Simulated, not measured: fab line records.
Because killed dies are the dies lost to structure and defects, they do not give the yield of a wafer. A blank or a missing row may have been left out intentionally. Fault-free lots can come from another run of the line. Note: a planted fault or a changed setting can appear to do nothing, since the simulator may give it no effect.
Which tool did it?	flow n5_finfet	24 lots with 72 wafers sampled at 6 steps, on a route of 1938 steps

WHAT THE GAUGES READ, wafer by wafer
N5_BEOL_M7_OCD_MEAS_38. Usual: trench_depth_nm reads 91.7 nm (standard deviation 2.5).
lot	measured	on	trench_depth_nm (nm)	flag
L075	day 9 19:15	ocd-02	91.7 95.9 91.0	
L074	day 9 19:18	ocd-01	91.0 95.5 89.2	
L076	day 10 11:53	ocd-02	92.7 91.5 93.8	
L077	day 10 12:22	ocd-02	89.4 92.4 95.1	
L078	day 10 14:16	ocd-02	93.7 89.9 91.6	
L081	day 11 04:47	ocd-02	95.5 94.6 90.0	
L082	day 11 16:14	ocd-01	91.7 91.2 90.6	
L080	day 11 19:58	ocd-02	96.2 91.2 89.3	
L079	day 11 20:23	ocd-02	97.3 90.6 96.0	
L084	day 11 22:38	ocd-01	90.0 93.2 90.6	
L083	day 12 05:06	ocd-02	93.1 89.0 90.2	
L086	day 12 12:43	ocd-02	95.3 91.3 95.3	
L085	day 12 13:02	ocd-01	93.6 89.0 88.5	
L090	day 13 05:04	ocd-02	92.0 89.6 89.3	
L087	day 13 05:14	ocd-02	96.7 95.7 89.2	
L088	day 13 12:27	ocd-01	90.7 94.6 90.0	
L089	day 13 15:40	ocd-02	90.3 96.2 95.9	
L092	day 13 20:45	ocd-02	89.2 88.8 91.6	
L091	day 13 23:43	ocd-01	88.5 91.4 89.1	
L093	day 14 00:17	ocd-01	94.1 90.6 88.9	
L094	day 14 19:26	ocd-01	92.3 89.8 92.5	
L095	day 15 04:23	ocd-01	95.2 91.5 90.8	
L097	day 15 06:53	ocd-02	88.8 89.7 91.7	
L096	day 15 09:53	ocd-02	93.1 91.7 91.9	

N5_BEOL_M7_THK_MEAS_53: measures by xrf. Usual: M7_THK 79.5 nm, standard deviation 2.8.
lot	measured	on	M7_THK (nm)	flag
L075	day 9 21:59	film_metro-01	80.0 84.5 79.0	
L074	day 9 22:56	film_metro-01	78.7 83.4 74.7	
L076	day 10 14:58	film_metro-01	81.1 78.6 80.3	
L077	day 10 16:55	film_metro-02	79.0 79.0 84.3	
L078	day 10 19:18	film_metro-02	82.4 76.4 79.8	
L081	day 11 08:37	film_metro-01	82.9 82.8 76.5	
L082	day 11 19:07	film_metro-01	76.9 77.0 77.9	
L080	day 11 22:17	film_metro-02	84.7 77.8 75.0	
L079	day 11 22:50	film_metro-01	83.7 79.6 84.9	
L084	day 12 01:08	film_metro-01	77.9 79.0 78.1	
L083	day 12 08:58	film_metro-01	79.5 73.2 76.1	
L086	day 12 15:38	film_metro-02	82.6 76.1 84.2	
L085	day 12 16:55	film_metro-01	82.7 74.1 74.6	
L090	day 13 07:31	film_metro-02	79.7 78.0 79.1	
L087	day 13 08:20	film_metro-01	84.1 83.7 76.7	
L088	day 13 14:51	film_metro-01	80.0 82.5 78.8	
L089	day 13 18:55	film_metro-01	77.9 83.3 83.8	
L092	day 14 00:50	film_metro-01	78.9 76.1 79.8	
L091	day 14 04:11	film_metro-01	77.9 79.6 78.1	
L093	day 14 04:30	film_metro-02	83.8 79.3 78.3	
L094	day 14 21:56	film_metro-02	82.5 82.0 83.2	
L095	day 15 07:20	film_metro-02	82.2 79.0 79.7	
L097	day 15 11:01	film_metro-01	77.2 77.3 79.8	
L096	day 15 11:59	film_metro-02	79.3 80.6 80.2	

N5_BEOL_M8_CD_MEAS_28: target cd 40 nm. Usual: cd_nm reads 40.02 nm (standard deviation 0.22).
lot	measured	on	cd_nm (nm)	flag
L075	day 10 03:50	cd_sem-03	39.79 40.08 40.26	
L074	day 10 03:52	cd_sem-03	40.07 39.89 40.53	
L076	day 10 22:29	cd_sem-01	39.65 39.94 39.84	
L077	day 10 22:26	cd_sem-01	39.85 40.02 39.90	
L078	day 11 02:59	cd_sem-01	39.91 40.35 40.32	
L081	day 11 11:46	cd_sem-02	40.14 40.16 39.85	
L082	day 11 22:12	cd_sem-02	40.11 40.55 40.04	
L080	day 12 02:12	cd_sem-02	40.04 40.12 40.20	
L079	day 12 03:32	cd_sem-02	39.99 39.96 40.19	
L084	day 12 04:14	cd_sem-01	39.79 40.24 39.73	
L083	day 12 15:23	cd_sem-01	39.74 39.91 39.87	
L086	day 12 18:54	cd_sem-03	39.82 40.03 40.04	
L085	day 12 22:25	cd_sem-02	40.06 39.81 40.01	
L090	day 13 11:39	cd_sem-02	40.29 40.15 40.25	
L087	day 13 11:54	cd_sem-02	40.32 40.23 39.94	
L088	day 13 17:50	cd_sem-01	39.56 39.50 40.02	
L089	day 13 23:01	cd_sem-03	40.42 40.07 40.03	
L092	day 14 06:43	cd_sem-01	39.92 40.11 39.75	
L091	day 14 07:23	cd_sem-02	40.06 39.72 40.03	
L093	day 14 09:24	cd_sem-01	40.34 39.91 40.04	
L094	day 15 00:59	cd_sem-02	40.41 40.11 40.03	
L095	day 15 12:51	cd_sem-03	39.94 40.03 39.77	
L097	day 15 16:38	cd_sem-01	39.97 40.29 40.10	
L096	day 15 16:47	cd_sem-01	39.94 40.02 39.99	

EACH LOT AND THE TOOL THAT RAN IT (in order: tool; ch and the chambers of the sampled wafers; start)
lot	N5_BEOL_M7_SURFACE_TREAT_79	N5_BEOL_M8_DESCUM_16	N5_BEOL_M8_STRIP_19
L075	pvd_sputter-02, day 9 20:31	rie_diel-05 ch 1,3, day 10 01:10	rie_diel-02 ch 1,2,3, day 10 01:35
L074	pvd_sputter-02, day 9 20:38	rie_diel-01 ch 2,3, day 10 01:32	rie_diel-01 ch 0,1,2, day 10 01:56
L076	pvd_sputter-01, day 10 13:46	rie_diel-02 ch 1,3, day 10 18:25	rie_diel-01 ch 0,1,3, day 10 18:48
L077	pvd_sputter-01, day 10 13:49	rie_diel-01 ch 0,2, day 10 18:56	rie_diel-02 ch 0,2, day 10 19:20
L078	pvd_sputter-01, day 10 15:14	rie_diel-02 ch 1,2, day 10 23:56	rie_diel-05 ch 0,1, day 11 00:19
L081	pvd_sputter-02, day 11 05:47	rie_diel-05 ch 0,1, day 11 10:37	rie_diel-05 ch 0,1,3, day 11 11:08
L082	pvd_sputter-03, day 11 17:41	rie_diel-05 ch 0,1,3, day 11 20:53	rie_diel-05 ch 0,3, day 11 21:16
L080	pvd_sputter-03, day 11 20:59	rie_diel-01 ch 0,2,3, day 12 00:14	rie_diel-01 ch 0,2,3, day 12 00:38
L079	pvd_sputter-01, day 11 21:30	rie_diel-01 ch 0,2,3, day 12 02:44	rie_diel-05 ch 1,2,3, day 12 03:10
L084	pvd_sputter-01, day 11 23:58	rie_diel-02 ch 0,1, day 12 03:25	rie_diel-05 ch 1,3, day 12 03:52
L083	pvd_sputter-02, day 12 07:40	rie_diel-05 ch 0,1,3, day 12 13:37	rie_diel-02 ch 0,1,3, day 12 14:03
L086	pvd_sputter-03, day 12 13:52	rie_diel-02 ch 1,3, day 12 17:35	rie_diel-02 ch 2,3, day 12 17:59
L085	pvd_sputter-01, day 12 14:16	rie_diel-01 ch 0,2,3, day 12 20:15	rie_diel-02 ch 0,1,2, day 12 20:43
L090	pvd_sputter-03, day 13 06:19	rie_diel-01 ch 1,3, day 13 09:49	rie_diel-05 ch 0,2,3, day 13 10:13
L087	pvd_sputter-01, day 13 06:26	rie_diel-01 ch 1,2, day 13 10:04	rie_diel-01 ch 2,3, day 13 10:28
L088	pvd_sputter-03, day 13 13:30	rie_diel-05 ch 0,2, day 13 17:04	rie_diel-01 ch 1,2,3, day 13 17:28
L089	pvd_sputter-03, day 13 17:55	rie_diel-02 ch 1,3, day 13 20:28	rie_diel-02 ch 0,1, day 13 20:53
L092	pvd_sputter-01, day 13 23:29	rie_diel-02 ch 1,2,3, day 14 04:43	rie_diel-05 ch 0,2,3, day 14 05:07
L091	pvd_sputter-02, day 14 02:16	rie_diel-05 ch 0,2, day 14 05:38	rie_diel-05 ch 0,2,3, day 14 06:01
L093	pvd_sputter-01, day 14 02:52	rie_diel-05 ch 1,3, day 14 08:25	rie_diel-05 ch 0,2,3, day 14 08:54
L094	pvd_sputter-02, day 14 20:44	rie_diel-01 ch 1,2, day 15 00:00	rie_diel-05 ch 0,1,2, day 15 00:27
L095	pvd_sputter-01, day 15 05:28	rie_diel-05 ch 0,3, day 15 10:39	rie_diel-01 ch 0,1, day 15 11:02
L097	pvd_sputter-03, day 15 09:57	rie_diel-01 ch 0,1,2, day 15 14:16	rie_diel-05 ch 0,1,3, day 15 14:39
L096	pvd_sputter-02, day 15 10:53	rie_diel-01 ch 1,2, day 15 14:30	rie_diel-02 ch 0,1,3, day 15 14:53
- N5_BEOL_M7_SURFACE_TREAT_79
- N5_BEOL_M8_DESCUM_16: chemistry O2, time 7.9 s.
- N5_BEOL_M8_STRIP_19: strips in O2.

AS READ BY THE TOOLS THEMSELVES (means over the sampled wafers that have a number; for cases with no such wafer, the mark the record gives instead)
N5_BEOL_M8_DESCUM_16. Usual: bias_power_w 20.01 W, standard deviation 0.057; drypump_motor_current_A 5.9 A, standard deviation 0.6; o2_flow_sccm 225.1 sccm, standard deviation 0.64; oes_product_au 0.79 a.u., standard deviation 0.096; rf_fwd_power_W 49.36 W, standard deviation 0.22; rf_vpp_V 243.7 V, standard deviation 1.4; showerhead_plenum_p_Torr 2.12 Torr, standard deviation 0.086; temp_c 40.01 C, standard deviation 0.099; throttle_valve_pct 20.37 %, standard deviation 0.27.
lot	tool	bias_power_w (W)	drypump_motor_current_A (A)	o2_flow_sccm (sccm)	oes_product_au (a.u.)	rf_fwd_power_W (W)	rf_vpp_V (V)	showerhead_plenum_p_Torr (Torr)	temp_c (C)	throttle_valve_pct (%)	flag
L075	rie_diel-05	20.00	6.3	226.0	0.70	49.43	241.2	2.01	40.07	20.33	
L074	rie_diel-01	20.03	5.0	225.0	0.78	49.21	241.5	2.01	40.07	20.14	
L076	rie_diel-02	19.98	6.3	225.1	0.89	49.48	245.0	2.22	40.07	20.19	
L077	rie_diel-01	20.03	6.2	225.5	0.71	49.17	243.3	2.05	39.95	20.53	
L078	rie_diel-02	20.00	6.2	225.1	0.86	49.52	243.7	2.17	40.10	20.11	
L081	rie_diel-05	20.04	6.2	225.2	0.78	49.55	243.0	2.08	39.96	20.19	
L082	rie_diel-05	20.11	6.1	224.7	0.87	49.53	244.7	2.15	40.00	20.26	
L080	rie_diel-01	20.06	5.6	225.3	0.73	49.25	242.1	2.02	40.01	20.35	
L079	rie_diel-01	20.00	5.6	225.1	0.73	49.33	242.6	2.02	39.94	20.35	
L084	rie_diel-02	20.02	6.4	225.4	0.82	49.70	244.1	2.18	39.94	20.02	
L083	rie_diel-05	20.03	6.1	225.0	0.85	49.45	244.6	2.15	39.98	20.27	
L086	rie_diel-02	19.97	6.3	224.6	0.87	49.34	245.6	2.21	40.08	20.20	
L085	rie_diel-01	20.08	5.6	224.9	0.74	49.24	242.3	2.02	40.06	20.36	
L090	rie_diel-01	19.95	5.8	225.6	0.79	49.26	244.4	2.14	39.98	20.37	
L087	rie_diel-01	20.04	5.3	225.3	0.72	49.33	241.9	2.05	39.96	20.53	
L088	rie_diel-05	20.01	5.6	224.9	0.84	49.41	244.4	2.15	40.02	20.60	
L089	rie_diel-02	19.98	6.2	224.5	0.85	49.49	245.2	2.21	40.01	20.42	
L092	rie_diel-02	20.03	6.1	225.4	0.83	49.42	244.8	2.17	39.92	20.36	
L091	rie_diel-05	19.94	5.6	224.9	0.83	49.48	243.8	2.14	40.11	20.62	
L093	rie_diel-05	20.06	6.4	224.6	0.94	49.51	244.1	2.11	39.99	19.83	
L094	rie_diel-01	19.95	5.7	224.7	0.73	49.18	244.1	2.12	39.90	20.55	
L095	rie_diel-05	20.04	5.8	225.3	0.87	49.60	244.2	2.17	40.06	20.48	
L097	rie_diel-01	19.99	5.9	225.2	0.70	49.41	243.2	2.08	40.03	20.58	
L096	rie_diel-01	20.06	5.3	225.2	0.69	49.24	242.9	2.05	39.96	20.56	

N5_BEOL_M8_STRIP_19. Usual: for drypump_motor_current_A, 5.9 A with a standard deviation of 0.53; for o2_flow_sccm, 225.0 sccm with a standard deviation of 0.65; for oes_product_au, 0.81 a.u. with a standard deviation of 0.1; for rf_vpp_V, 3.7 V with a standard deviation of 0.54; for showerhead_plenum_p_Torr, 2.14 Torr with a standard deviation of 0.082; for temp_c, 40.00 C with a standard deviation of 0.11; for throttle_valve_pct, 16.58 % with a standard deviation of 0.25.
lot	tool	drypump_motor_current_A (A)	o2_flow_sccm (sccm)	oes_product_au (a.u.)	rf_vpp_V (V)	showerhead_plenum_p_Torr (Torr)	temp_c (C)	throttle_valve_pct (%)	flag
L075	rie_diel-02	6.1	225.6	0.86	3.9	2.18	39.96	16.53	
L074	rie_diel-01	6.0	225.3	0.75	4.1	2.10	40.01	16.74	
L076	rie_diel-01	6.0	224.7	0.78	3.7	2.10	39.97	16.59	
L077	rie_diel-02	6.1	224.9	0.73	4.0	2.13	40.07	16.48	
L078	rie_diel-05	5.9	225.7	0.89	3.8	2.12	39.98	16.55	
L081	rie_diel-05	6.1	225.1	0.89	3.0	2.16	40.04	16.46	
L082	rie_diel-05	6.0	225.6	0.96	3.8	2.23	40.04	16.47	
L080	rie_diel-01	5.6	224.8	0.73	4.3	2.03	39.94	16.61	
L079	rie_diel-05	6.1	224.9	0.78	3.4	2.16	40.09	16.56	
L084	rie_diel-05	6.4	225.6	0.78	3.7	2.12	40.07	16.36	
L083	rie_diel-02	6.3	224.7	0.81	4.0	2.19	39.98	16.49	
L086	rie_diel-02	5.7	225.2	0.81	3.6	2.14	39.98	16.69	
L085	rie_diel-02	6.1	224.8	0.78	3.9	2.15	39.99	16.46	
L090	rie_diel-05	5.8	224.7	0.84	3.9	2.19	40.00	16.67	
L087	rie_diel-01	5.0	224.1	0.72	3.5	2.00	40.15	16.63	
L088	rie_diel-01	5.4	224.7	0.75	3.4	2.07	40.01	16.63	
L089	rie_diel-02	6.4	224.4	0.80	3.8	2.18	39.94	16.34	
L092	rie_diel-05	5.8	225.2	0.82	3.2	2.18	39.97	16.70	
L091	rie_diel-05	5.8	224.8	0.82	3.9	2.18	39.96	16.68	
L093	rie_diel-05	5.8	225.1	0.83	3.6	2.18	40.04	16.71	
L094	rie_diel-05	5.8	224.9	0.84	4.1	2.11	39.99	16.54	
L095	rie_diel-01	6.6	225.2	0.71	3.4	2.11	39.91	16.83	
L097	rie_diel-05	6.1	224.8	0.90	3.7	2.14	39.98	16.37	
L096	rie_diel-02	6.3	225.3	0.88	3.7	2.19	39.94	16.36	

THE ANSWER, worked out from the rows above alone
Rule: a lot is off if the mean of its wafers that have a number lies more than 3 standard deviations from the usual mean. Also off: a lot with no number at a reading for which 4 or more lots have one. Where the step has rows for the other lots, those lots are counted as sound. After the gauges, taken in route order, come the tools' own readings; for these a lot's mean is taken, as printed above. The first step at which some lot is off is used, and at that step the reading that is off furthest; a lot without a number counts as furthest.
None of the lots is off at any reading shown; this tells nothing.

WHAT THE SIMULATOR PUT IN
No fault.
